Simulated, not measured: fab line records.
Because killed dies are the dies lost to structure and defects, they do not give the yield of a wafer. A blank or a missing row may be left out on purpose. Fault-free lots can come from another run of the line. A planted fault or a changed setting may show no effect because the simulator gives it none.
The tool behind it: which one? | flow n5Finfet | 11 lots, 33 wafers sampled, at 4 steps of a route of 1938

== WHAT THE GAUGES READ, wafer by wafer ==
N5_MIM_BOT_LITHO_CD_MEAS_08: the cd target is 3000 nm.
lot  | measured     | on       | cdNm (nm)
L181 | day 12 01:16 | cdSem-01 | 3000.8 3002.4 3003.9
L184 | day 13 12:11 | cdSem-02 | 3001.2 3001.2 2996.1
L188 | day 14 00:19 | cdSem-02 | 3000.4 2998.2 3000.7
L189 | day 14 14:11 | cdSem-02 | 3000.6 2999.7 3002.2
L195 | day 16 01:06 | cdSem-03 | 3004.8 3005.4 3038.5
L194 | day 16 02:56 | cdSem-03 | 3041.0 3040.7 3038.7
L196 | day 16 03:13 | cdSem-02 | 3002.6 3041.6 3040.7
L198 | day 16 19:22 | cdSem-03 | 2999.5 3002.6 2999.3
L199 | day 17 01:49 | cdSem-03 | 3002.9 2997.9 3001.9
L202 | day 17 11:26 | cdSem-03 | 3004.9 3002.6 2998.6
L201 | day 17 15:22 | cdSem-02 | 3001.2 2999.3 3004.4

== EACH LOT AND THE TOOL THAT RAN IT (in order: tool; ch and the chambers of the sampled wafers; start) ==
lot  | N5_MIM_BOT_DEGAS_01         | N5_MIM_TOP_LITHO_DESCUM_10        | N5_MIM_BOT_LITHO_EXPOSE_05
L181 | pvdSputter-03, day 11 22:52 | rieDiel-04 ch 0,1, day 12 00:21   | krfScanner-02 ch 0, day 12 01:06
L184 | pvdSputter-02, day 13 07:49 | rieDiel-06 ch 0,1,3, day 13 11:32 | krfScanner-02 ch 0, day 13 12:01
L188 | pvdSputter-01, day 13 21:47 | rieDiel-06 ch 0,2,3, day 13 23:32 | krfScanner-01 ch 0, day 14 00:08
L189 | pvdSputter-01, day 14 11:44 | rieDiel-06 ch 1,3, day 14 13:23   | krfScanner-01 ch 0, day 14 14:01
L195 | pvdSputter-02, day 15 20:38 | rieDiel-06 ch 0,1, day 16 00:20   | krfScanner-01 ch 0, day 16 00:56
L194 | pvdSputter-02, day 16 00:35 | rieDiel-04 ch 0,3, day 16 02:08   | krfScanner-01 ch 0, day 16 02:46
L196 | pvdSputter-02, day 16 00:47 | rieDiel-01 ch 0,1,2, day 16 02:35 | krfScanner-01 ch 0, day 16 03:03
L198 | pvdSputter-01, day 16 14:36 | rieDiel-06 ch 0,1,3, day 16 18:36 | krfScanner-02 ch 0, day 16 19:12
L199 | pvdSputter-02, day 16 22:50 | rieDiel-06 ch 0,1,3, day 17 01:03 | krfScanner-02 ch 0, day 17 01:38
L202 | pvdSputter-01, day 17 08:22 | rieDiel-04 ch 0,1,3, day 17 10:47 | krfScanner-02 ch 0, day 17 11:15
L201 | pvdSputter-01, day 17 13:04 | rieDiel-06 ch 0,2,3, day 17 14:35 | krfScanner-02 ch 0, day 17 15:11
- N5_MIM_BOT_DEGAS_01: time 60 s.
- N5_MIM_TOP_LITHO_DESCUM_10: chemistry O2, time 7.9 s.
- N5_MIM_BOT_LITHO_EXPOSE_05: exposes mask MIM BOT.

== THE ANSWER, worked out from the rows above alone ==
Rule: usual is defined by the lots themselves. Put in order of their means at a reading, lots are off if they are a third of the lots or fewer, leave a main group of 4 or more, and stand apart from it by a gap of 3 or more times the standard deviation of the main group's means; of several such gaps the widest counts. If all means in a main group match to the digits the tables above print for the reading, that group is not used. Also off: a lot with no number at a reading for which 4 or more lots have one. All remaining lots with rows at the step are treated as sound.
Off, at N5_MIM_BOT_LITHO_CD_MEAS_08 on cdNm: L195, L194, L196. The main group: mean 3000.9 nm, standard deviation 0.96.
If a tool, at a process step before that reading, ran all the lots that are off and no sound lot after the first of them, it fits. Gauges at N5_MIM_BOT_LITHO_CD_MEAS_08: tried the same way as those tools. One fits: krfScanner-01 at N5_MIM_BOT_LITHO_EXPOSE_05. A fault onset in the window from L189 (day 14 14:01, its last sound lot) to L195 (day 16 00:56, its first lot off) fits.

== WHAT WAS PUT IN BY THE SIMULATOR ==
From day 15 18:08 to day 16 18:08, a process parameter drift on krfScanner-01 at N5_MIM_BOT_LITHO_EXPOSE_05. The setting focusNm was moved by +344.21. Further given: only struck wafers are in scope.
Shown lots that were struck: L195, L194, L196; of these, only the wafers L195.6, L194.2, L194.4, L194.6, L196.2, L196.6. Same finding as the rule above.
